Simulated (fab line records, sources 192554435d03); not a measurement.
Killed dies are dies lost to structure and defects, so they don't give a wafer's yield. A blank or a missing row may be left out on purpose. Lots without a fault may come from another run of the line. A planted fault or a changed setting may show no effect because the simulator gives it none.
fab line records | flow n5_finfet
record lots=24 wafers=72 last_day=19
route steps=1938 shown BEOL_M1@803 BEOL_M2@863
lots that met no fault: from a run of the same line without faults
start_h: hours from the record's first day to the start of the lot's first wafer shown | wait_h: hours since the lot's step before | " the same as in the row above | L1.1+2: a row that stands for several wafers | - no value, or no start given | * or withheld: withheld | < > ~ a bound
route shown NAME@n: a module of which the file shows steps, and the number in the route of the first | usual: mean/standard deviation of fault-free wafers | same: alike in all rows | chamber/n: place in a boat | sites: the reading at each site | _std_site: their standard deviation | _edge_site: outer sites' mean less inner sites' | radius_mm: how far each site lies from the wafer's centre | mask NAME#n: copy n | behind: the tool/chamber that last shaped the wafer | hold: why the lot was held/for how many hours/how that ended | device: the transistor (n, p or np) that didn't switch | end of line: the same wafers' tests at the end of the route | a step without rows: its recipe alone | killed: dies lost to structure and defects at the first sort, not the wafer's yield | map: a wafer's dies, x killed, . not, _ none there
set.NAME: the setting as run; set.NAME@STEP: as run at that earlier step | model.NAME: the simulator's own value behind a step, which no gauge read
steps of the route over a sample of lots; a table a step, a row a wafer
services: from which hour (start_h, from the record's first day; less than 0 if before it) a tool's chamber was out of use, for how many hours, and why
## steps
# step N5_BEOL_M1_OCD_MEAS_38
# usual trench_depth_nm=54.9/1.2
# columns lot.wafer tool chamber start_h wait_h trench_depth_nm
L075.1 ocd-01 - 144.75 - 54.2
L075.2 " - " " 55.0
L075.6 " - " " 53.7
L074.1 ocd-02 - 144.99 - 54.8
L074.4 " - " " 56.4
L074.6 " - " " 54.5
L076.3 ocd-01 - 145.71 - 53.7
L076.4 " - " " 54.6
L076.6 " - " " 54.9
L078.2 ocd-01 - 150.28 - 53.9
L078.3 " - " " 54.3
L078.6 " - " " 54.6
L077.4 ocd-01 - 150.52 - 54.2
L077.5 " - " " 54.8
L077.6 " - " " 54.5
L080.2 ocd-01 - 165.54 - 53.9
L080.4 " - " " 56.5
L080.5 " - " " 54.6
L079.1 ocd-02 - 168.71 - 55.0
L079.4 " - " " 55.9
L079.6 " - " " 52.9
L081.1 ocd-02 - 188.50 - 56.1
L081.2 " - " " 57.4
L081.6 " - " " 56.0
L082.1 ocd-02 - 189.45 - 55.9
L082.3 " - " " 52.4
L082.4 " - " " 56.9
L083.2 ocd-01 - 196.31 - 56.8
L083.3 " - " " 54.7
L083.6 " - " " 54.7
L084.1 ocd-02 - 209.64 - 53.8
L084.3 " - " " 54.9
L084.4 " - " " 56.7
L085.1 ocd-02 - 216.74 - 53.1
L085.4 " - " " 55.7
L085.6 " - " " 55.0
L087.1 ocd-01 - 226.23 - 56.0
L087.2 " - " " 55.7
L087.5 " - " " 54.9
L086.2 ocd-02 - 229.42 - 54.6
L086.4 " - " " 54.7
L086.5 " - " " 54.6
L089.2 ocd-02 - 232.63 - 52.2
L089.3 " - " " 53.8
L089.5 " - " " 54.3
L090.2 ocd-01 - 232.67 - 52.9
L090.4 " - " " 55.5
L090.6 " - " " 55.3
L088.2 ocd-02 - 232.71 - 53.9
L088.3 " - " " 55.7
L088.6 " - " " 56.3
L092.1 ocd-01 - 238.39 - 54.4
L092.2 " - " " 52.9
L092.4 " - " " 55.5
L091.2 ocd-01 - 243.37 - 55.1
L091.5 " - " " 53.1
L091.6 " - " " 57.2
L093.2 ocd-01 - 246.30 - 55.5
L093.4 " - " " 54.0
L093.6 " - " " 55.9
L094.1 ocd-02 - 246.33 - 54.4
L094.3 " - " " 54.7
L094.4 " - " " 54.4
L095.2 ocd-02 - 255.76 - 56.8
L095.5 " - " " 56.9
L095.6 " - " " 54.8
L096.2 ocd-01 - 272.26 - 56.2
L096.5 " - " " 53.4
L096.6 " - " " 55.5
L097.1 ocd-02 - 275.54 - 55.0
L097.5 " - " " 55.4
L097.6 " - " " 53.6
# step N5_BEOL_M1_DEGAS_44
# recipe ambient=vacuum temp_c=250 time_s=60
# usual heater_power_w=322/27
# columns lot.wafer tool chamber start_h wait_h heater_power_w
L075.1 pvd_sputter-03 - 145.15 0.2 316
L075.2 " - " " 371
L075.6 " - " " 290
L074.1 pvd_sputter-03 - 145.33 0.2 337
L074.4 " - " " 279
L074.6 " - " " 338
L076.3 pvd_sputter-03 - 145.97 0.1 288
L076.4 " - " " 309
L076.6 " - " " 334
L078.2 pvd_sputter-03 - 150.75 0.3 339
L078.3 " - " " 284
L078.6 " - " " 369
L077.4 pvd_sputter-03 - 151.19 0.5 290
L077.5 " - " " 370
L077.6 " - " " 309
L080.2 pvd_sputter-03 - 165.74 0.0 329
L080.4 " - " " 290
L080.5 " - " " 288
L079.1 pvd_sputter-03 - 168.90 0.0 318
L079.4 " - " " 379
L079.6 " - " " 336
L081.1 pvd_sputter-02 - 188.85 0.2 291
L081.2 " - " " 310
L081.6 " - " " 320
L082.1 pvd_sputter-03 - 189.66 0.1 281
L082.3 " - " " 301
L082.4 " - " " 372
L083.2 pvd_sputter-02 - 196.50 0.0 317
L083.3 " - " " 326
L083.6 " - " " 293
L084.1 pvd_sputter-02 - 209.83 0.0 293
L084.3 " - " " 316
L084.4 " - " " 319
L085.1 pvd_sputter-02 - 216.94 0.0 319
L085.4 " - " " 325
L085.6 " - " " 327
L087.1 pvd_sputter-02 - 226.43 0.0 327
L087.2 " - " " 315
L087.5 " - " " 296
L086.2 pvd_sputter-02 - 229.61 0.0 310
L086.4 " - " " 301
L086.5 " - " " 292
L089.2 pvd_sputter-03 - 232.83 0.0 337
L089.3 " - " " 291
L089.5 " - " " 367
L090.2 pvd_sputter-03 - 232.91 0.1 329
L090.4 " - " " 317
L090.6 " - " " 280
L088.2 pvd_sputter-03 - 232.99 0.1 372
L088.3 " - " " 315
L088.6 " - " " 376
L092.1 pvd_sputter-02 - 238.58 0.0 290
L092.2 " - " " 325
L092.4 " - " " 323
L091.2 pvd_sputter-03 - 243.57 0.0 291
L091.5 " - " " 308
L091.6 " - " " 338
L093.2 pvd_sputter-02 - 246.50 0.0 287
L093.4 " - " " 319
L093.6 " - " " 321
L094.1 pvd_sputter-02 - 246.58 0.1 329
L094.3 " - " " 290
L094.4 " - " " 320
L095.2 pvd_sputter-03 - 255.95 0.0 374
L095.5 " - " " 337
L095.6 " - " " 286
L096.2 pvd_sputter-03 - 272.70 0.3 330
L096.5 " - " " 384
L096.6 " - " " 301
L097.1 pvd_sputter-01 - 276.23 0.5 348
L097.5 " - " " 335
L097.6 " - " " 358
# step N5_BEOL_M1_ANNEAL_49
# recipe temp_c=400 time_s=240 ambient=vacuum
# usual heater_power_w=802/62
# columns lot.wafer tool chamber start_h wait_h heater_power_w
L075.1 pvd_sputter-01 - 146.04 0.0 887
L075.2 " - " " 811
L075.6 " - " " 795
L074.1 pvd_sputter-02 - 146.12 0.0 826
L074.4 " - " " 721
L074.6 " - " " 798
L076.3 pvd_sputter-02 - 148.12 0.0 722
L076.4 " - " " 844
L076.6 " - " " 778
L078.2 pvd_sputter-03 - 151.51 0.0 931
L078.3 " - " " 773
L078.6 " - " " 955
L077.4 pvd_sputter-03 - 153.35 0.0 770
L077.5 " - " " 928
L077.6 " - " " 786
L080.2 pvd_sputter-02 - 166.47 0.0 802
L080.4 " - " " 731
L080.5 " - " " 730
L079.1 pvd_sputter-03 - 169.67 0.0 785
L079.4 " - " " 726
L079.6 " - " " 897
L081.1 pvd_sputter-02 - 189.54 0.0 804
L081.2 " - " " 786
L081.6 " - " " 804
L082.1 pvd_sputter-02 - 191.70 0.0 789
L082.3 " - " " 739
L082.4 " - " " 831
L083.2 pvd_sputter-02 - 197.13 0.0 796
L083.3 " - " " 739
L083.6 " - " " 806
L084.1 pvd_sputter-03 - 210.58 0.0 727
L084.3 " - " " 841
L084.4 " - " " 790
L085.1 pvd_sputter-03 - 217.76 0.0 701
L085.4 " - " " 826
L085.6 " - " " 718
L087.1 pvd_sputter-02 - 227.17 0.0 798
L087.2 " - " " 721
L087.5 " - " " 735
L086.2 pvd_sputter-02 - 230.24 0.0 806
L086.4 " - " " 805
L086.5 " - " " 794
L089.2 pvd_sputter-02 - 233.45 0.0 809
L089.3 " - " " 741
L089.5 " - " " 790
L090.2 pvd_sputter-03 - 233.54 0.0 860
L090.4 " - " " 930
L090.6 " - " " 927
L088.2 pvd_sputter-02 - 235.29 0.0 796
L088.3 " - " " 722
L088.6 " - " " 833
L092.1 pvd_sputter-03 - 239.35 0.0 711
L092.2 " - " " 792
L092.4 " - " " 820
L091.2 pvd_sputter-03 - 244.19 0.0 721
L091.5 " - " " 834
L091.6 " - " " 779
L093.2 pvd_sputter-02 - 247.14 0.0 723
L093.4 " - " " 789
L093.6 " - " " 793
L094.1 pvd_sputter-03 - 247.32 0.0 824
L094.3 " - " " 764
L094.4 " - " " 731
L095.2 pvd_sputter-03 - 256.61 0.0 836
L095.5 " - " " 774
L095.6 " - " " 839
L096.2 pvd_sputter-02 - 274.97 0.0 820
L096.5 " - " " 810
L096.6 " - " " 734
L097.1 pvd_sputter-02 - 277.17 0.0 790
L097.5 " - " " 809
L097.6 " - " " 779
# step N5_BEOL_M1_ANNEAL_82
# recipe temp_c=400 time_s=240 ambient=vacuum
# usual heater_power_w=802/63
# columns lot.wafer tool chamber start_h wait_h heater_power_w
L075.1 pvd_sputter-01 - 146.48 0.0 849
L075.2 " - " " 808
L075.6 " - " " 809
L074.1 pvd_sputter-02 - 146.56 0.0 829
L074.4 " - " " 745
L074.6 " - " " 829
L076.3 pvd_sputter-02 - 148.56 0.0 710
L076.4 " - " " 811
L076.6 " - " " 804
L078.2 pvd_sputter-03 - 151.95 0.0 948
L078.3 " - " " 772
L078.6 " - " " 941
L077.4 pvd_sputter-03 - 153.79 0.0 794
L077.5 " - " " 945
L077.6 " - " " 769
L080.2 pvd_sputter-02 - 166.91 0.0 806
L080.4 " - " " 723
L080.5 " - " " 753
L079.1 pvd_sputter-03 - 170.11 0.0 785
L079.4 " - " " 732
L079.6 " - " " 925
L081.1 pvd_sputter-02 - 189.98 0.0 803
L081.2 " - " " 791
L081.6 " - " " 798
L082.1 pvd_sputter-02 - 192.14 0.0 792
L082.3 " - " " 733
L082.4 " - " " 817
L083.2 pvd_sputter-02 - 197.57 0.0 797
L083.3 " - " " 704
L083.6 " - " " 802
L084.1 pvd_sputter-03 - 211.02 0.0 715
L084.3 " - " " 811
L084.4 " - " " 790
L085.1 pvd_sputter-03 - 218.20 0.0 716
L085.4 " - " " 829
L085.6 " - " " 723
L087.1 pvd_sputter-02 - 227.61 0.0 805
L087.2 " - " " 730
L087.5 " - " " 730
L086.2 pvd_sputter-02 - 230.68 0.0 777
L086.4 " - " " 810
L086.5 " - " " 786
L089.2 pvd_sputter-02 - 233.89 0.0 810
L089.3 " - " " 728
L089.5 " - " " 772
L090.2 pvd_sputter-03 - 233.98 0.0 821
L090.4 " - " " 950
L090.6 " - " " 938
L088.2 pvd_sputter-02 - 235.73 0.0 794
L088.3 " - " " 727
L088.6 " - " " 819
L092.1 pvd_sputter-03 - 239.79 0.0 730
L092.2 " - " " 791
L092.4 " - " " 845
L091.2 pvd_sputter-03 - 244.63 0.0 723
L091.5 " - " " 836
L091.6 " - " " 784
L093.2 pvd_sputter-02 - 247.58 0.0 724
L093.4 " - " " 813
L093.6 " - " " 795
L094.1 pvd_sputter-03 - 247.76 0.0 832
L094.3 " - " " 775
L094.4 " - " " 728
L095.2 pvd_sputter-03 - 257.05 0.0 836
L095.5 " - " " 790
L095.6 " - " " 841
L096.2 pvd_sputter-02 - 275.41 0.0 805
L096.5 " - " " 801
L096.6 " - " " 759
L097.1 pvd_sputter-02 - 277.61 0.0 821
L097.5 " - " " 811
L097.6 " - " " 790
# step N5_BEOL_M2_STRIP_66
# recipe chemistry=CF4 resist=SiARC power_w=300 bias_power_w=75 pressure_mtorr=50 cf4_flow_sccm=150 rf_frequency_hz=6e+07
# usual chamber_pressure_mTorr=50.00/0.047 drypump_motor_current_A=6.0/0.51 oes_product_au=0.80/0.068 rf_vpp_V=270.8/1.5 showerhead_plenum_p_Torr=1.79/0.059 throttle_valve_pct=13.59/0.22
# columns lot.wafer tool chamber start_h wait_h chamber_pressure_mTorr drypump_motor_current_A oes_product_au rf_hours_counter_h rf_vpp_V showerhead_plenum_p_Torr throttle_valve_pct
L075.1 rie_diel-05 0 151.25 0.0 50.02 5.3 0.84 46 271.8 1.83 13.44
L075.2 " 2 " " 49.94 5.6 0.74 181 271.3 1.87 13.79
L075.6 " 1 " " 50.03 6.2 0.93 - 270.9 1.77 13.33
L074.1 rie_diel-01 0 151.30 0.0 49.93 6.2 0.77 135 269.1 1.73 13.69
L074.4 " 3 " " 49.97 5.1 0.75 154 268.2 1.65 13.45
L074.6 " 3 " " 50.00 5.1 0.76 - 267.7 1.65 13.45
L076.3 rie_diel-03 2 152.70 0.0 50.00 6.7 0.84 50 272.6 1.82 13.61
L076.4 " 3 " " 50.03 5.6 0.70 226 270.8 1.85 14.12
L076.6 " 0 " " 50.04 6.0 0.84 - 269.5 1.76 13.57
L078.2 rie_diel-05 2 155.86 0.0 50.05 5.6 0.73 184 271.8 1.87 13.80
L078.3 " 0 " " 49.98 5.4 0.84 49 271.2 1.83 13.44
L078.6 " 1 " " 49.97 6.2 0.94 - 270.9 1.77 13.33
L077.4 rie_diel-05 1 158.84 0.0 49.93 6.2 0.92 - 269.5 1.77 13.35
L077.5 " 2 " " 50.02 5.6 0.74 - 271.8 1.87 13.81
L077.6 " 0 " " 50.02 5.4 0.84 - 271.8 1.83 13.45
L080.2 rie_diel-03 1 171.91 0.0 50.03 6.5 0.86 41 272.4 1.82 13.31
L080.4 " 2 " " 50.03 6.7 0.84 55 272.1 1.82 13.64
L080.5 " 2 " " 49.99 6.7 0.82 - 271.8 1.82 13.64
L079.1 rie_diel-03 3 173.39 0.0 49.98 5.6 0.69 233 272.9 1.84 14.14
L079.4 " 1 " " 50.00 6.5 0.85 42 273.5 1.82 13.31
L079.6 " 2 " " 49.97 6.7 0.83 - 272.5 1.82 13.62
L081.1 rie_diel-05 2 193.97 0.0 50.07 5.7 0.73 198 271.1 1.87 13.84
L081.2 " 0 " " 50.03 5.4 0.82 61 273.3 1.83 13.47
L081.6 " 2 " " 50.08 5.6 0.73 - 272.3 1.87 13.84
L082.1 rie_diel-03 2 195.42 0.0 49.94 6.7 0.82 63 269.2 1.82 13.66
L082.3 " 0 " " 49.93 6.0 0.82 77 270.0 1.75 13.59
L082.4 " 1 " " 49.91 6.5 0.84 48 272.5 1.82 13.32
L083.2 rie_diel-01 1 201.82 0.0 49.98 6.4 0.81 57 270.0 1.76 13.23
L083.3 " 0 " " 50.06 6.2 0.76 151 269.2 1.73 13.71
L083.6 " 3 " " 49.95 5.1 0.74 - 268.7 1.64 13.47
L084.1 rie_diel-01 2 214.56 0.0 49.99 5.4 0.70 215 272.0 1.84 13.76
L084.3 " 0 " " 50.08 6.2 0.75 155 268.3 1.73 13.72
L084.4 " 3 " " 49.99 5.1 0.74 174 267.9 1.64 13.48
L085.1 rie_diel-03 3 221.61 0.0 50.08 5.6 0.68 249 271.5 1.84 14.18
L085.4 " 2 " " 50.01 6.7 0.81 71 271.4 1.82 13.67
L085.6 " 2 " " 50.01 6.7 0.82 - 270.6 1.82 13.66
L087.1 rie_diel-01 3 230.94 0.0 50.05 5.1 0.74 180 267.3 1.64 13.49
L087.2 " 2 " " 50.02 5.4 0.70 221 271.6 1.83 13.76
L087.5 " 2 " " 49.98 5.4 0.69 - 271.7 1.83 13.76
L086.2 rie_diel-03 1 233.92 0.0 49.94 6.5 0.83 60 273.7 1.82 13.36
L086.4 " 1 " " 50.00 6.5 0.83 - 272.7 1.82 13.34
L086.5 " 0 " " 49.99 6.0 0.80 - 270.6 1.75 13.63
L089.2 rie_diel-03 1 237.13 0.0 50.08 6.4 0.83 61 271.2 1.82 13.35
L089.3 " 2 " " 50.01 6.7 0.81 76 271.1 1.81 13.67
L089.5 " 0 " " 50.02 6.0 0.81 - 269.6 1.75 13.64
L090.2 rie_diel-03 0 237.36 0.0 50.02 6.0 0.80 90 268.5 1.75 13.65
L090.4 " 0 " " 49.89 6.0 0.81 - 270.6 1.75 13.62
L090.6 " 1 " " 50.01 6.5 0.84 - 272.9 1.82 13.36
L088.2 rie_diel-01 1 239.40 0.0 49.88 6.4 0.79 68 270.8 1.76 13.26
L088.3 " 3 " " 49.98 5.1 0.74 182 268.0 1.64 13.50
L088.6 " 3 " " 49.96 5.1 0.74 - 267.3 1.64 13.50
L092.1 rie_diel-03 0 244.33 0.0 49.97 6.0 0.80 92 270.5 1.75 13.65
L092.2 " 1 " " 50.06 6.4 0.83 63 270.9 1.82 13.35
L092.4 " 0 " " 49.97 6.0 0.80 - 270.3 1.75 13.62
L091.2 rie_diel-01 1 247.87 0.0 50.05 6.5 0.80 71 269.6 1.76 13.26
L091.5 " 2 " " 50.03 5.4 0.70 - 270.7 1.83 13.77
L091.6 " 3 " " 49.97 5.1 0.73 - 267.7 1.64 13.53
L093.2 rie_diel-03 2 250.82 0.0 49.98 6.7 0.80 80 271.2 1.81 13.69
L093.4 " 1 " " 50.03 6.5 0.82 65 270.8 1.82 13.35
L093.6 " 0 " " 50.00 6.0 0.79 - 269.8 1.75 13.63
L094.1 rie_diel-05 2 251.00 0.0 49.98 5.6 0.72 212 270.7 1.86 13.88
L094.3 " 1 " " 49.98 6.1 0.88 39 271.5 1.76 13.41
L094.4 " 0 " " 50.00 5.4 0.81 76 272.7 1.82 13.50
L095.2 rie_diel-01 0 260.50 0.0 50.01 6.2 0.75 169 270.6 1.72 13.77
L095.5 " 0 " " 49.99 6.2 0.75 - 269.2 1.72 13.77
L095.6 " 3 " " 49.97 5.1 0.73 - 268.3 1.64 13.51
L096.2 rie_diel-03 0 281.61 0.0 49.90 6.0 0.78 103 269.3 1.75 13.65
L096.5 " 3 " " 49.99 5.6 0.94 - 270.1 1.84 13.61
L096.6 " 2 " " 50.04 6.7 0.79 - 271.4 1.81 13.70
L097.1 rie_diel-03 0 282.08 0.0 49.97 6.0 0.79 103 271.2 1.75 13.66
L097.5 " 3 " " 50.05 5.6 0.93 - 271.4 1.84 13.61
L097.6 " 0 " " 49.94 6.0 0.79 - 271.0 1.75 13.66
# step N5_BEOL_M2_ETCHBACK_99
# recipe chemistry=CHF3 target=SiO2 target_depth_a=50 time_s=10.4 source_w=215 bias_w=47 Ar_flow_sccm=200 CHF3_flow_sccm=12 ion_energy_ev=100 pressure_mtorr=30
# usual chamber_pressure_mTorr=30.002/0.027 drypump_motor_current_A=5.9/0.47 oes_product_au=0.81/0.074 rf_vpp_V=239/4.3 showerhead_plenum_p_Torr=2.14/0.076 throttle_valve_pct=17.04/0.21
# columns lot.wafer tool chamber start_h wait_h chamber_pressure_mTorr drypump_motor_current_A oes_product_au rf_hours_counter_h rf_vpp_V showerhead_plenum_p_Torr throttle_valve_pct
L075.1 rie_diel-05 0 154.41 1.8 29.995 5.4 0.86 49 236 2.21 17.04
L075.2 " 2 " " 29.999 5.6 0.76 184 242 2.22 17.16
L075.6 " 2 " " 30.032 5.6 0.77 - 241 2.22 17.14
L074.1 rie_diel-03 1 154.64 1.9 29.982 6.5 0.86 35 236 2.19 16.82
L074.4 " 2 " " 30.053 6.7 0.86 51 234 2.20 17.24
L074.6 " 2 " " 29.985 6.7 0.85 - 233 2.20 17.25
L076.3 rie_diel-01 1 157.89 4.1 29.946 6.4 0.86 43 235 2.10 16.67
L076.4 " 0 " " 30.009 6.3 0.78 137 234 2.07 17.15
L076.6 " 1 " " 29.966 6.4 0.86 - 234 2.10 16.67
L078.2 rie_diel-05 1 157.89 1.2 29.956 6.2 0.96 11 241 2.11 16.86
L078.3 " 2 " " 30.006 5.6 0.76 185 242 2.22 17.16
L078.6 " 2 " " 30.025 5.6 0.76 - 240 2.22 17.16
L077.4 rie_diel-05 0 162.41 2.7 30.025 5.4 0.85 - 235 2.21 17.04
L077.5 " 2 " " 30.047 5.6 0.76 - 242 2.22 17.15
L077.6 " 1 " " 30.042 6.2 0.94 - 240 2.11 16.88
L079.1 rie_diel-05 3 177.55 3.3 29.998 5.5 0.94 4 239 2.13 16.71
L079.4 " 2 " " 29.992 5.6 0.75 193 242 2.22 17.18
L079.6 " 2 " " 29.956 5.6 0.76 - 240 2.22 17.17
L080.2 rie_diel-01 1 177.55 4.6 30.012 6.5 0.85 50 235 2.10 16.67
L080.4 " 3 " " 29.985 5.1 0.75 163 240 1.96 16.88
L080.5 " 2 " " 30.005 5.4 0.71 - 246 2.22 17.24
L081.1 rie_diel-05 2 196.15 1.0 30.012 5.6 0.75 199 241 2.22 17.18
L081.2 " 3 " " 30.017 5.6 0.92 10 238 2.12 16.71
L081.6 " 3 " " 30.018 5.6 0.92 - 239 2.12 16.73
L082.1 rie_diel-01 0 213.29 17.0 30.018 6.2 0.76 154 233 2.06 17.20
L082.3 " 3 " " 30.025 5.1 0.74 174 238 1.96 16.89
L082.4 " 2 " " 30.088 5.4 0.70 215 246 2.22 17.26
L083.2 rie_diel-03 3 213.39 10.4 29.998 5.6 0.68 246 247 2.21 17.68
L083.3 " 0 " " 29.963 6.0 0.82 82 240 2.09 17.11
L083.6 " 3 " " 30.012 5.6 0.69 - 249 2.21 17.65
L084.1 rie_diel-03 2 238.15 22.6 30.027 6.7 0.82 76 232 2.19 17.30
L084.3 " 1 " " 30.010 6.5 0.83 61 234 2.18 16.86
L084.4 " 1 " " 29.953 6.5 0.83 - 235 2.18 16.85
L085.1 rie_diel-05 3 258.49 35.9 29.993 5.6 0.88 27 239 2.12 16.77
L085.4 " 1 " " 29.952 6.2 0.89 40 239 2.10 16.90
L085.6 " 1 " " 30.025 6.2 0.89 - 239 2.10 16.92
L087.1 rie_diel-03 0 262.13 29.5 29.989 6.0 0.79 97 239 2.09 17.15
L087.2 " 1 " " 29.989 6.4 0.82 68 236 2.18 16.89
L087.5 " 1 " " 29.997 6.4 0.83 - 236 2.18 16.88
L086.2 rie_diel-05 0 262.40 27.1 30.001 5.3 0.82 79 236 2.20 17.09
L086.4 " 3 " " 30.024 5.6 0.88 28 238 2.12 16.73
L086.5 " 3 " " 30.057 5.6 0.88 - 239 2.12 16.77
L089.2 rie_diel-05 0 265.81 27.7 30.032 5.3 0.81 79 235 2.20 17.11
L089.3 " 2 " " 30.024 5.7 0.74 216 241 2.21 17.20
L089.5 " 3 " " 29.999 5.6 0.88 - 240 2.12 16.75
L090.2 rie_diel-01 0 268.76 30.3 29.985 6.2 0.75 171 233 2.05 17.23
L090.4 " 2 " " 30.010 5.4 0.69 231 247 2.22 17.26
L090.6 " 0 " " 29.978 6.2 0.75 - 232 2.05 17.21
L088.2 rie_diel-05 0 271.71 31.3 29.996 5.3 0.81 81 234 2.20 17.10
L088.3 " 2 " " 29.969 5.6 0.73 218 242 2.21 17.21
L088.6 " 2 " " 30.038 5.6 0.73 - 240 2.21 17.20
L091.2 rie_diel-03 2 275.11 26.1 29.997 6.7 0.80 86 233 2.19 17.32
L091.5 " 2 " " 29.998 6.7 0.81 - 233 2.19 17.32
L091.6 " 3 " " 29.967 5.6 0.95 - 248 2.21 17.20
L092.1 rie_diel-01 2 276.76 31.4 29.985 5.4 0.69 233 245 2.21 17.27
L092.2 " 1 " " 30.030 6.4 0.80 80 234 2.09 16.74
L092.4 " 0 " " 30.012 6.2 0.75 174 233 2.05 17.21
L093.2 rie_diel-05 2 280.48 28.5 29.987 5.6 0.74 219 240 2.21 17.22
L093.4 " 1 " " 30.010 6.2 0.89 44 240 2.10 16.92
L093.6 " 2 " " 29.997 5.6 0.74 - 240 2.21 17.22
L094.1 rie_diel-01 1 283.79 31.7 30.010 6.4 0.80 82 234 2.09 16.73
L094.3 " 3 " " 30.043 5.1 0.73 196 239 1.95 16.92
L094.4 " 0 " " 29.966 6.2 0.74 175 234 2.05 17.23
L095.2 rie_diel-05 1 283.83 22.5 29.943 6.2 0.89 45 239 2.10 16.93
L095.5 " 1 " " 29.994 6.2 0.88 - 241 2.10 16.90
L095.6 " 2 " " 30.009 5.6 0.74 - 239 2.21 17.23
L096.2 rie_diel-01 2 287.77 5.3 29.988 5.4 0.69 237 246 2.21 17.28
L096.5 " 1 " " 29.985 6.5 0.80 - 235 2.09 16.73
L096.6 " 0 " " 29.955 6.2 0.74 - 233 2.05 17.24
L097.1 rie_diel-03 1 290.88 7.4 29.957 6.5 0.82 74 235 2.18 16.90
L097.5 " 0 " " 30.007 6.0 0.80 - 242 2.08 17.14
L097.6 " 3 " " 30.044 5.6 0.93 - 247 2.21 17.21
## services
# columns tool chamber start_h hours kind
rie_diel-05 3 134.83 - clean
rie_diel-05 3 134.83 - consumable_replace:focus_ring
rie_diel-05 3 134.83 29.9 scheduled_down
rie_diel-05 3 134.83 29.9 vent_cycle
rie_diel-03 2 157.49 2.7 repair
pvd_sputter-03 - 205.12 1.6 repair
rie_diel-03 3 227.88 - clean
rie_diel-03 3 227.88 - consumable_replace:focus_ring
rie_diel-03 3 227.88 18.7 scheduled_down
rie_diel-03 3 227.88 18.7 vent_cycle
rie_diel-05 2 229.83 7.1 repair
pvd_sputter-01 - 237.91 1.1 repair
## key
fault none
